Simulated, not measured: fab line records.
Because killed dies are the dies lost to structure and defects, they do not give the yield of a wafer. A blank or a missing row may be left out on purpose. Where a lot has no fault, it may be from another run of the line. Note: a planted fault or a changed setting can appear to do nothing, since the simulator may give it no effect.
Which tool did it? || flow nand harc || 24 lots with 72 wafers sampled at 5 steps, on a route of 1302 steps

WHAT EACH GAUGE READ, for each wafer
NHARC_A_ONON_D2_THK_MEAS_14: measures by ellipsometry. Usual: 997 nm for thk nm, sd 8.2.
{"lot": "L074", "measured": "day 11 22:55", "on": "film metro-02", "thk nm (nm)": "998 1000 998", "flag": ""}
{"lot": "L075", "measured": "day 12 17:26", "on": "film metro-01", "thk nm (nm)": "987 987 988", "flag": ""}
{"lot": "L076", "measured": "day 13 07:22", "on": "film metro-01", "thk nm (nm)": "991 992 990", "flag": ""}
{"lot": "L077", "measured": "day 13 12:34", "on": "film metro-02", "thk nm (nm)": "999 996 996", "flag": ""}
{"lot": "L078", "measured": "day 14 00:59", "on": "film metro-02", "thk nm (nm)": "1001 1000 1003", "flag": ""}
{"lot": "L079", "measured": "day 14 16:13", "on": "film metro-01", "thk nm (nm)": "994 992 991", "flag": ""}
{"lot": "L080", "measured": "day 15 05:19", "on": "film metro-01", "thk nm (nm)": "975 977 978", "flag": ""}
{"lot": "L081", "measured": "day 15 14:52", "on": "film metro-02", "thk nm (nm)": "1003 1003 1002", "flag": ""}
{"lot": "L082", "measured": "day 15 14:54", "on": "film metro-01", "thk nm (nm)": "992 992 994", "flag": ""}
{"lot": "L083", "measured": "day 16 13:26", "on": "film metro-02", "thk nm (nm)": "988 987 988", "flag": ""}
{"lot": "L085", "measured": "day 16 23:52", "on": "film metro-01", "thk nm (nm)": "995 996 995", "flag": ""}
{"lot": "L084", "measured": "day 16 23:45", "on": "film metro-01", "thk nm (nm)": "997 998 999", "flag": ""}
{"lot": "L086", "measured": "day 17 16:22", "on": "film metro-01", "thk nm (nm)": "1006 1005 1004", "flag": ""}
{"lot": "L087", "measured": "day 18 11:30", "on": "film metro-01", "thk nm (nm)": "991 992 991", "flag": ""}
{"lot": "L088", "measured": "day 18 11:43", "on": "film metro-02", "thk nm (nm)": "1015 1016 1012", "flag": ""}
{"lot": "L089", "measured": "day 18 23:09", "on": "film metro-01", "thk nm (nm)": "990 990 991", "flag": ""}
{"lot": "L090", "measured": "day 18 22:57", "on": "film metro-01", "thk nm (nm)": "991 993 992", "flag": ""}
{"lot": "L091", "measured": "day 19 14:16", "on": "film metro-02", "thk nm (nm)": "1005 1007 1008", "flag": ""}
{"lot": "L093", "measured": "day 20 02:58", "on": "film metro-02", "thk nm (nm)": "999 999 1001", "flag": ""}
{"lot": "L092", "measured": "day 20 03:11", "on": "film metro-01", "thk nm (nm)": "1013 1015 1012", "flag": ""}
{"lot": "L094", "measured": "day 20 14:05", "on": "film metro-01", "thk nm (nm)": "999 999 998", "flag": ""}
{"lot": "L095", "measured": "day 20 21:02", "on": "film metro-01", "thk nm (nm)": "1001 1002 1002", "flag": ""}
{"lot": "L096", "measured": "day 21 21:04", "on": "film metro-02", "thk nm (nm)": "996 999 997", "flag": ""}
{"lot": "L097", "measured": "day 21 21:11", "on": "film metro-02", "thk nm (nm)": "1000 1000 1000", "flag": ""}

NHARC_A_ONON_D2_THK_MEAS_27: measures by ellipsometry. Usual: 1000 nm for thk nm, sd 8.2.
{"lot": "L074", "measured": "day 12 09:34", "on": "film metro-02", "thk nm (nm)": "1000 1004 1003", "flag": ""}
{"lot": "L075", "measured": "day 13 03:20", "on": "film metro-02", "thk nm (nm)": "998 997 996", "flag": ""}
{"lot": "L076", "measured": "day 13 16:44", "on": "film metro-01", "thk nm (nm)": "1000 999 1001", "flag": ""}
{"lot": "L077", "measured": "day 13 22:40", "on": "film metro-01", "thk nm (nm)": "1003 1004 1004", "flag": ""}
{"lot": "L078", "measured": "day 14 11:48", "on": "film metro-01", "thk nm (nm)": "1002 1003 1003", "flag": ""}
{"lot": "L079", "measured": "day 15 02:09", "on": "film metro-02", "thk nm (nm)": "1001 1001 999", "flag": ""}
{"lot": "L080", "measured": "day 15 14:26", "on": "film metro-01", "thk nm (nm)": "1010 1009 1010", "flag": ""}
{"lot": "L081", "measured": "day 15 23:52", "on": "film metro-01", "thk nm (nm)": "1004 1004 1003", "flag": ""}
{"lot": "L082", "measured": "day 15 23:54", "on": "film metro-02", "thk nm (nm)": "987 986 986", "flag": ""}
{"lot": "L083", "measured": "day 17 02:21", "on": "film metro-01", "thk nm (nm)": "992 993 993", "flag": ""}
{"lot": "L085", "measured": "day 17 10:05", "on": "film metro-02", "thk nm (nm)": "999 999 998", "flag": ""}
{"lot": "L084", "measured": "day 17 10:05", "on": "film metro-01", "thk nm (nm)": "1002 1003 1003", "flag": ""}
{"lot": "L086", "measured": "day 18 02:01", "on": "film metro-01", "thk nm (nm)": "995 994 994", "flag": ""}
{"lot": "L087", "measured": "day 18 20:33", "on": "film metro-02", "thk nm (nm)": "1012 1010 1009", "flag": ""}
{"lot": "L088", "measured": "day 18 20:33", "on": "film metro-01", "thk nm (nm)": "1014 1013 1013", "flag": ""}
{"lot": "L089", "measured": "day 19 08:28", "on": "film metro-02", "thk nm (nm)": "1008 1010 1009", "flag": ""}
{"lot": "L090", "measured": "day 19 08:28", "on": "film metro-02", "thk nm (nm)": "1006 1008 1005", "flag": ""}
{"lot": "L091", "measured": "day 20 00:01", "on": "film metro-02", "thk nm (nm)": "998 997 996", "flag": ""}
{"lot": "L093", "measured": "day 20 12:03", "on": "film metro-02", "thk nm (nm)": "991 991 993", "flag": ""}
{"lot": "L092", "measured": "day 20 12:02", "on": "film metro-01", "thk nm (nm)": "978 975 975", "flag": ""}
{"lot": "L094", "measured": "day 20 23:09", "on": "film metro-01", "thk nm (nm)": "1001 1000 998", "flag": ""}
{"lot": "L095", "measured": "day 21 06:29", "on": "film metro-01", "thk nm (nm)": "999 998 998", "flag": ""}
{"lot": "L096", "measured": "day 22 06:10", "on": "film metro-01", "thk nm (nm)": "993 993 996", "flag": ""}
{"lot": "L097", "measured": "day 22 06:10", "on": "film metro-02", "thk nm (nm)": "1006 1005 1005", "flag": ""}

NHARC_A_ONON_D2_THK_MEAS_34: measures by ellipsometry. Usual: 199.8 nm for thk nm, sd 3.
{"lot": "L074", "measured": "day 12 10:44", "on": "film metro-02", "thk nm (nm)": "199.4 197.3 205.9", "flag": ""}
{"lot": "L075", "measured": "day 13 04:22", "on": "film metro-01", "thk nm (nm)": "199.0 205.8 200.4", "flag": ""}
{"lot": "L076", "measured": "day 13 17:50", "on": "film metro-01", "thk nm (nm)": "199.7 200.6 200.7", "flag": ""}
{"lot": "L077", "measured": "day 13 23:41", "on": "film metro-02", "thk nm (nm)": "196.0 197.7 201.4", "flag": ""}
{"lot": "L078", "measured": "day 14 12:51", "on": "film metro-01", "thk nm (nm)": "198.4 197.9 201.0", "flag": ""}
{"lot": "L079", "measured": "day 15 03:11", "on": "film metro-02", "thk nm (nm)": "194.8 199.8 197.5", "flag": ""}
{"lot": "L080", "measured": "day 15 15:28", "on": "film metro-02", "thk nm (nm)": "192.1 197.5 205.4", "flag": ""}
{"lot": "L081", "measured": "day 16 00:55", "on": "film metro-02", "thk nm (nm)": "197.5 199.8 204.5", "flag": ""}
{"lot": "L082", "measured": "day 16 00:56", "on": "film metro-01", "thk nm (nm)": "201.3 204.5 205.7", "flag": ""}
{"lot": "L083", "measured": "day 17 03:25", "on": "film metro-01", "thk nm (nm)": "194.7 201.0 202.7", "flag": ""}
{"lot": "L085", "measured": "day 17 11:07", "on": "film metro-02", "thk nm (nm)": "199.0 196.4 198.7", "flag": ""}
{"lot": "L084", "measured": "day 17 11:07", "on": "film metro-01", "thk nm (nm)": "197.4 196.5 201.6", "flag": ""}
{"lot": "L086", "measured": "day 18 03:03", "on": "film metro-02", "thk nm (nm)": "199.1 202.1 203.2", "flag": ""}
{"lot": "L087", "measured": "day 18 21:35", "on": "film metro-02", "thk nm (nm)": "200.0 195.4 201.3", "flag": ""}
{"lot": "L088", "measured": "day 18 21:35", "on": "film metro-01", "thk nm (nm)": "196.5 200.4 201.7", "flag": ""}
{"lot": "L089", "measured": "day 19 09:30", "on": "film metro-02", "thk nm (nm)": "199.9 197.5 201.3", "flag": ""}
{"lot": "L090", "measured": "day 19 09:30", "on": "film metro-01", "thk nm (nm)": "198.3 196.1 203.6", "flag": ""}
{"lot": "L091", "measured": "day 20 01:03", "on": "film metro-01", "thk nm (nm)": "195.0 202.0 199.8", "flag": ""}
{"lot": "L093", "measured": "day 20 13:05", "on": "film metro-02", "thk nm (nm)": "196.4 194.9 199.9", "flag": ""}
{"lot": "L092", "measured": "day 20 13:05", "on": "film metro-01", "thk nm (nm)": "200.6 198.1 196.1", "flag": ""}
{"lot": "L094", "measured": "day 21 00:11", "on": "film metro-02", "thk nm (nm)": "196.6 198.1 203.6", "flag": ""}
{"lot": "L095", "measured": "day 21 07:31", "on": "film metro-01", "thk nm (nm)": "196.6 197.2 195.9", "flag": ""}
{"lot": "L096", "measured": "day 22 07:12", "on": "film metro-02", "thk nm (nm)": "201.0 200.2 203.7", "flag": ""}
{"lot": "L097", "measured": "day 22 07:30", "on": "film metro-02", "thk nm (nm)": "194.1 198.0 203.4", "flag": ""}

WHICH TOOL RAN EACH LOT (tool, then ch and the chambers of the sampled wafers, then the start)
{"lot": "L074", "NHARC_A_CHANNEL_FILL_D1_ALD_25": "ald hk-01 ch 0,2,3, day 9 21:49", "NHARC_A_DECK1_JOINT_ETCHBACK_07": "rie si-02 ch 1,2,3, day 10 09:50"}
{"lot": "L075", "NHARC_A_CHANNEL_FILL_D1_ALD_25": "ald hk-04 ch 1,2, day 10 15:40", "NHARC_A_DECK1_JOINT_ETCHBACK_07": "rie si-02 ch 1,2,3, day 11 02:53"}
{"lot": "L076", "NHARC_A_CHANNEL_FILL_D1_ALD_25": "ald hk-03 ch 1,3, day 11 06:02", "NHARC_A_DECK1_JOINT_ETCHBACK_07": "rie si-01 ch 0,3, day 11 17:13"}
{"lot": "L077", "NHARC_A_CHANNEL_FILL_D1_ALD_25": "ald hk-01 ch 0,1,2, day 11 14:23", "NHARC_A_DECK1_JOINT_ETCHBACK_07": "rie si-02 ch 1,2,3, day 12 01:36"}
{"lot": "L078", "NHARC_A_CHANNEL_FILL_D1_ALD_25": "ald hk-03 ch 0,2,3, day 12 01:16", "NHARC_A_DECK1_JOINT_ETCHBACK_07": "rie si-05 ch 1,2,3, day 12 13:08"}
{"lot": "L079", "NHARC_A_CHANNEL_FILL_D1_ALD_25": "ald hk-03 ch 0,1,2, day 12 14:05", "NHARC_A_DECK1_JOINT_ETCHBACK_07": "rie si-01 ch 0,1,3, day 13 00:07"}
{"lot": "L080", "NHARC_A_CHANNEL_FILL_D1_ALD_25": "ald hk-01 ch 1,3, day 12 20:25", "NHARC_A_DECK1_JOINT_ETCHBACK_07": "rie si-02 ch 2,3, day 13 09:08"}
{"lot": "L081", "NHARC_A_CHANNEL_FILL_D1_ALD_25": "ald hk-04 ch 1,3, day 13 14:28", "NHARC_A_DECK1_JOINT_ETCHBACK_07": "rie si-01 ch 1,3, day 14 01:36"}
{"lot": "L082", "NHARC_A_CHANNEL_FILL_D1_ALD_25": "ald hk-03 ch 0,2,3, day 13 15:04", "NHARC_A_DECK1_JOINT_ETCHBACK_07": "rie si-02 ch 0,3, day 14 01:37"}
{"lot": "L083", "NHARC_A_CHANNEL_FILL_D1_ALD_25": "ald hk-01 ch 1,2,3, day 14 12:26", "NHARC_A_DECK1_JOINT_ETCHBACK_07": "rie si-02 ch 1,2, day 14 23:35"}
{"lot": "L085", "NHARC_A_CHANNEL_FILL_D1_ALD_25": "ald hk-03 ch 0,1,3, day 14 22:21", "NHARC_A_DECK1_JOINT_ETCHBACK_07": "rie si-05 ch 0,2,3, day 15 10:07"}
{"lot": "L084", "NHARC_A_CHANNEL_FILL_D1_ALD_25": "ald hk-04 ch 1,2,3, day 14 23:35", "NHARC_A_DECK1_JOINT_ETCHBACK_07": "rie si-02 ch 2,3, day 15 10:07"}
{"lot": "L086", "NHARC_A_CHANNEL_FILL_D1_ALD_25": "ald hk-01 ch 0,2,3, day 15 12:43", "NHARC_A_DECK1_JOINT_ETCHBACK_07": "rie si-05 ch 0,2,3, day 15 23:53"}
{"lot": "L087", "NHARC_A_CHANNEL_FILL_D1_ALD_25": "ald hk-04 ch 0,1, day 16 08:30", "NHARC_A_DECK1_JOINT_ETCHBACK_07": "rie si-02 ch 1,2,3, day 16 20:28"}
{"lot": "L088", "NHARC_A_CHANNEL_FILL_D1_ALD_25": "ald hk-01 ch 0,1,2, day 16 10:31", "NHARC_A_DECK1_JOINT_ETCHBACK_07": "rie si-01 ch 1,2,3, day 16 20:30"}
{"lot": "L089", "NHARC_A_CHANNEL_FILL_D1_ALD_25": "ald hk-01 ch 1,3, day 16 19:00", "NHARC_A_DECK1_JOINT_ETCHBACK_07": "rie si-05 ch 1,3, day 17 06:45"}
{"lot": "L090", "NHARC_A_CHANNEL_FILL_D1_ALD_25": "ald hk-03 ch 0,2,3, day 16 19:37", "NHARC_A_DECK1_JOINT_ETCHBACK_07": "rie si-01 ch 1,2,3, day 17 06:44"}
{"lot": "L091", "NHARC_A_CHANNEL_FILL_D1_ALD_25": "ald hk-01 ch 1,2,3, day 17 10:32", "NHARC_A_DECK1_JOINT_ETCHBACK_07": "rie si-05 ch 0,1,2, day 17 21:49"}
{"lot": "L093", "NHARC_A_CHANNEL_FILL_D1_ALD_25": "ald hk-03 ch 0,1,2, day 17 21:41", "NHARC_A_DECK1_JOINT_ETCHBACK_07": "rie si-05 ch 0,2,3, day 18 09:27"}
{"lot": "L092", "NHARC_A_CHANNEL_FILL_D1_ALD_25": "ald hk-04 ch 0,1,2, day 17 21:42", "NHARC_A_DECK1_JOINT_ETCHBACK_07": "rie si-01 ch 0,1,2, day 18 09:30"}
{"lot": "L094", "NHARC_A_CHANNEL_FILL_D1_ALD_25": "ald hk-01 ch 0,1,2, day 18 12:41", "NHARC_A_DECK1_JOINT_ETCHBACK_07": "rie si-02 ch 1,2,3, day 19 00:46"}
{"lot": "L095", "NHARC_A_CHANNEL_FILL_D1_ALD_25": "ald hk-03 ch 2,3, day 18 21:59", "NHARC_A_DECK1_JOINT_ETCHBACK_07": "rie si-02 ch 0,3, day 19 09:46"}
{"lot": "L096", "NHARC_A_CHANNEL_FILL_D1_ALD_25": "ald hk-03 ch 2,3, day 19 14:27", "NHARC_A_DECK1_JOINT_ETCHBACK_07": "rie si-05 ch 1,2, day 20 02:19"}
{"lot": "L097", "NHARC_A_CHANNEL_FILL_D1_ALD_25": "ald hk-01 ch 0,2,3, day 19 19:39", "NHARC_A_DECK1_JOINT_ETCHBACK_07": "rie si-01 ch 2,3, day 20 06:13"}
- NHARC_A_CHANNEL_FILL_D1_ALD_25: deposits SiOx, target thk 60 nm, pulse time 10 s, ald cycles 600.
- NHARC_A_DECK1_JOINT_ETCHBACK_07: etches the open film in HBr, target depth 105 nm, time 26.9 s.

WHAT THE TOOLS THEMSELVES READ (means of the sampled wafers that have a number; where no wafer has one, the mark that the record gives instead)
NHARC_A_CHANNEL_FILL_D1_ALD_25. Usual: heater power w 474 W, standard deviation 46; precursor pulse height rel 1.000, standard deviation 0.019.
{"lot": "L074", "tool": "ald hk-01", "heater power w (W)": 439, "precursor pulse height rel": 0.995, "flag": ""}
{"lot": "L075", "tool": "ald hk-04", "heater power w (W)": 508, "precursor pulse height rel": 1.013, "flag": ""}
{"lot": "L076", "tool": "ald hk-03", "heater power w (W)": 536, "precursor pulse height rel": 0.995, "flag": ""}
{"lot": "L077", "tool": "ald hk-01", "heater power w (W)": 430, "precursor pulse height rel": 0.992, "flag": ""}
{"lot": "L078", "tool": "ald hk-03", "heater power w (W)": 485, "precursor pulse height rel": 1.021, "flag": ""}
{"lot": "L079", "tool": "ald hk-03", "heater power w (W)": 515, "precursor pulse height rel": 1.005, "flag": ""}
{"lot": "L080", "tool": "ald hk-01", "heater power w (W)": 467, "precursor pulse height rel": 0.998, "flag": ""}
{"lot": "L081", "tool": "ald hk-04", "heater power w (W)": 464, "precursor pulse height rel": 0.992, "flag": ""}
{"lot": "L082", "tool": "ald hk-03", "heater power w (W)": 492, "precursor pulse height rel": 1.004, "flag": ""}
{"lot": "L083", "tool": "ald hk-01", "heater power w (W)": 457, "precursor pulse height rel": 0.990, "flag": ""}
{"lot": "L085", "tool": "ald hk-03", "heater power w (W)": 519, "precursor pulse height rel": 1.000, "flag": ""}
{"lot": "L084", "tool": "ald hk-04", "heater power w (W)": 478, "precursor pulse height rel": 1.001, "flag": ""}
{"lot": "L086", "tool": "ald hk-01", "heater power w (W)": 432, "precursor pulse height rel": 1.002, "flag": ""}
{"lot": "L087", "tool": "ald hk-04", "heater power w (W)": 494, "precursor pulse height rel": 1.004, "flag": ""}
{"lot": "L088", "tool": "ald hk-01", "heater power w (W)": 426, "precursor pulse height rel": 0.994, "flag": ""}
{"lot": "L089", "tool": "ald hk-01", "heater power w (W)": 465, "precursor pulse height rel": 0.990, "flag": ""}
{"lot": "L090", "tool": "ald hk-03", "heater power w (W)": 482, "precursor pulse height rel": 1.008, "flag": ""}
{"lot": "L091", "tool": "ald hk-01", "heater power w (W)": 459, "precursor pulse height rel": 0.981, "flag": ""}
{"lot": "L093", "tool": "ald hk-03", "heater power w (W)": 525, "precursor pulse height rel": 1.002, "flag": ""}
{"lot": "L092", "tool": "ald hk-04", "heater power w (W)": 485, "precursor pulse height rel": 1.005, "flag": ""}
{"lot": "L094", "tool": "ald hk-01", "heater power w (W)": 435, "precursor pulse height rel": 1.006, "flag": ""}
{"lot": "L095", "tool": "ald hk-03", "heater power w (W)": 472, "precursor pulse height rel": 0.994, "flag": ""}
{"lot": "L096", "tool": "ald hk-03", "heater power w (W)": 483, "precursor pulse height rel": 0.988, "flag": ""}
{"lot": "L097", "tool": "ald hk-01", "heater power w (W)": 433, "precursor pulse height rel": 0.998, "flag": ""}

NHARC_A_DECK1_JOINT_ETCHBACK_07. Usual: chamber pressure mTorr 15.000 mTorr, standard deviation 0.015; drypump motor current A 5.9 A, standard deviation 0.47; oes product au 1.003 a.u., standard deviation 0.0084; throttle valve pct 23.266 %, standard deviation 0.0087.
{"lot": "L074", "tool": "rie si-02", "chamber pressure mTorr (mTorr)": 14.995, "drypump motor current A (A)": 6.0, "oes product au (a.u.)": 1.002, "throttle valve pct (%)": 23.260, "flag": ""}
{"lot": "L075", "tool": "rie si-02", "chamber pressure mTorr (mTorr)": 15.009, "drypump motor current A (A)": 5.9, "oes product au (a.u.)": 0.995, "throttle valve pct (%)": 23.267, "flag": ""}
{"lot": "L076", "tool": "rie si-01", "chamber pressure mTorr (mTorr)": 14.999, "drypump motor current A (A)": 6.2, "oes product au (a.u.)": 1.017, "throttle valve pct (%)": 23.271, "flag": ""}
{"lot": "L077", "tool": "rie si-02", "chamber pressure mTorr (mTorr)": 14.990, "drypump motor current A (A)": 6.0, "oes product au (a.u.)": 1.004, "throttle valve pct (%)": 23.272, "flag": ""}
{"lot": "L078", "tool": "rie si-05", "chamber pressure mTorr (mTorr)": 15.000, "drypump motor current A (A)": 5.8, "oes product au (a.u.)": 0.994, "throttle valve pct (%)": 23.262, "flag": ""}
{"lot": "L079", "tool": "rie si-01", "chamber pressure mTorr (mTorr)": 15.009, "drypump motor current A (A)": 6.0, "oes product au (a.u.)": 1.012, "throttle valve pct (%)": 23.265, "flag": ""}
{"lot": "L080", "tool": "rie si-02", "chamber pressure mTorr (mTorr)": 15.011, "drypump motor current A (A)": 6.1, "oes product au (a.u.)": 1.002, "throttle valve pct (%)": 23.263, "flag": ""}
{"lot": "L081", "tool": "rie si-01", "chamber pressure mTorr (mTorr)": 15.004, "drypump motor current A (A)": 5.9, "oes product au (a.u.)": 1.011, "throttle valve pct (%)": 23.258, "flag": ""}
{"lot": "L082", "tool": "rie si-02", "chamber pressure mTorr (mTorr)": 15.002, "drypump motor current A (A)": 5.4, "oes product au (a.u.)": 1.003, "throttle valve pct (%)": 23.267, "flag": ""}
{"lot": "L083", "tool": "rie si-02", "chamber pressure mTorr (mTorr)": 14.992, "drypump motor current A (A)": 6.2, "oes product au (a.u.)": 1.010, "throttle valve pct (%)": 23.265, "flag": ""}
{"lot": "L085", "tool": "rie si-05", "chamber pressure mTorr (mTorr)": 14.991, "drypump motor current A (A)": 6.1, "oes product au (a.u.)": 1.001, "throttle valve pct (%)": 23.273, "flag": ""}
{"lot": "L084", "tool": "rie si-02", "chamber pressure mTorr (mTorr)": 15.003, "drypump motor current A (A)": 6.2, "oes product au (a.u.)": 1.003, "throttle valve pct (%)": 23.260, "flag": ""}
{"lot": "L086", "tool": "rie si-05", "chamber pressure mTorr (mTorr)": 14.986, "drypump motor current A (A)": 6.1, "oes product au (a.u.)": 0.992, "throttle valve pct (%)": 23.265, "flag": ""}
{"lot": "L087", "tool": "rie si-02", "chamber pressure mTorr (mTorr)": 14.988, "drypump motor current A (A)": 5.9, "oes product au (a.u.)": 1.005, "throttle valve pct (%)": 23.267, "flag": ""}
{"lot": "L088", "tool": "rie si-01", "chamber pressure mTorr (mTorr)": 15.004, "drypump motor current A (A)": 5.6, "oes product au (a.u.)": 1.003, "throttle valve pct (%)": 23.274, "flag": ""}
{"lot": "L089", "tool": "rie si-05", "chamber pressure mTorr (mTorr)": 14.991, "drypump motor current A (A)": 5.9, "oes product au (a.u.)": 1.008, "throttle valve pct (%)": 23.268, "flag": ""}
{"lot": "L090", "tool": "rie si-01", "chamber pressure mTorr (mTorr)": 15.004, "drypump motor current A (A)": 5.6, "oes product au (a.u.)": 1.005, "throttle valve pct (%)": 23.262, "flag": ""}
{"lot": "L091", "tool": "rie si-05", "chamber pressure mTorr (mTorr)": 14.997, "drypump motor current A (A)": 6.1, "oes product au (a.u.)": 1.004, "throttle valve pct (%)": 23.265, "flag": ""}
{"lot": "L093", "tool": "rie si-05", "chamber pressure mTorr (mTorr)": 14.989, "drypump motor current A (A)": 6.1, "oes product au (a.u.)": 1.000, "throttle valve pct (%)": 23.260, "flag": ""}
{"lot": "L092", "tool": "rie si-01", "chamber pressure mTorr (mTorr)": 15.005, "drypump motor current A (A)": 5.6, "oes product au (a.u.)": 1.012, "throttle valve pct (%)": 23.264, "flag": ""}
{"lot": "L094", "tool": "rie si-02", "chamber pressure mTorr (mTorr)": 15.009, "drypump motor current A (A)": 6.0, "oes product au (a.u.)": 0.994, "throttle valve pct (%)": 23.272, "flag": ""}
{"lot": "L095", "tool": "rie si-02", "chamber pressure mTorr (mTorr)": 15.008, "drypump motor current A (A)": 5.4, "oes product au (a.u.)": 1.007, "throttle valve pct (%)": 23.270, "flag": ""}
{"lot": "L096", "tool": "rie si-05", "chamber pressure mTorr (mTorr)": 15.014, "drypump motor current A (A)": 5.8, "oes product au (a.u.)": 0.994, "throttle valve pct (%)": 23.268, "flag": ""}
{"lot": "L097", "tool": "rie si-01", "chamber pressure mTorr (mTorr)": 14.985, "drypump motor current A (A)": 5.4, "oes product au (a.u.)": 1.004, "throttle valve pct (%)": 23.264, "flag": ""}

THE ANSWER, worked out from the rows above alone
Rule: a lot is off if the mean of its wafers that have a number lies more than 3 standard deviations from the usual mean. A lot without any number at a reading at which 4 lots or more have one is off too. Where the step has rows for the other lots, those lots are counted as sound. Order of review: gauges by route order, followed by the tools' own readings, for which a lot's mean as printed above is used. The first step at which some lot is off is used, and at that step the reading that is off furthest; a lot without a number counts as furthest.
None of the lots is off at any reading shown; this tells nothing.

WHAT THE SIMULATOR PUT IN
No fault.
